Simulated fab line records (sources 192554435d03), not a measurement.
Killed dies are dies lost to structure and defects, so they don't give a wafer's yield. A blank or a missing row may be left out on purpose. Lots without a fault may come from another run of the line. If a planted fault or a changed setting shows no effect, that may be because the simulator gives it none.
Matching of chambers | flow n5_finfet | rie_diel-05 running N5_BEOL_M11_ETCH_62: 4 sister chambers
The step etches SOC in N2/H2, target depth 110 nm, overetch 22 nm, time 165 s. 8 wafers are shown with their chamber, then 9 later ones without.

WAFERS PAIRED WITH THEIR CHAMBERS
wafer  | chamber | drypump_motor_current_A (A) | throttle_valve_pct (%)
L086.2 | 1       | 5.5                         | 17.48
L086.3 | 0       | 6.4                         | 18.13
L087.1 | 2       | 5.7                         | 17.52
L087.5 | 0       | 6.4                         | 18.13
L087.6 | 3       | 5.5                         | 17.99
L090.4 | 1       | 5.4                         | 17.49
L090.5 | 3       | 5.5                         | 17.96
L090.6 | 2       | 5.7                         | 17.52

WAFERS WITHOUT THEIR CHAMBER
wafer  | drypump_motor_current_A (A) | throttle_valve_pct (%)
L092.1 | 5.5                         | 18.00
L092.2 | 5.4                         | 17.50
L092.3 | 5.7                         | 17.53
L097.3 | 6.4                         | 18.15
L097.4 | 5.4                         | 17.51
L097.5 | 5.4                         | 17.52
L096.2 | 5.5                         | 18.01
L096.4 | 5.7                         | 17.55
L096.5 | 5.5                         | 18.01

WHICH CHAMBER EACH WENT THROUGH
wafer  | from the rows above | in truth
L092.1 | 3                   | 3
L092.2 | 1                   | 1
L092.3 | 2                   | 2
L097.3 | 0                   | 0
L097.4 | 1                   | 1
L097.5 | 1                   | 1
L096.2 | 3                   | 3
L096.4 | 2                   | 2
L096.5 | 3                   | 3
Correctly placed: 9 of 9. Left unplaced by these rows: 0. Wrongly placed: 0.
How it was worked out, from the rows above alone: a wafer's distance from a chamber is the root of the sum, over the readings, of the square of ((its reading less the chamber's mean) divided by the reading's scatter). The wafer belongs to the nearest chamber; if the next one is less than 2 further off, it can't be placed. Each chamber's mean is taken over the wafers shown for it. How the scatter is found: for the shown wafers, subtract from each reading the mean of its chamber, square and add these, divide the total by (wafers less chambers), then take the root.
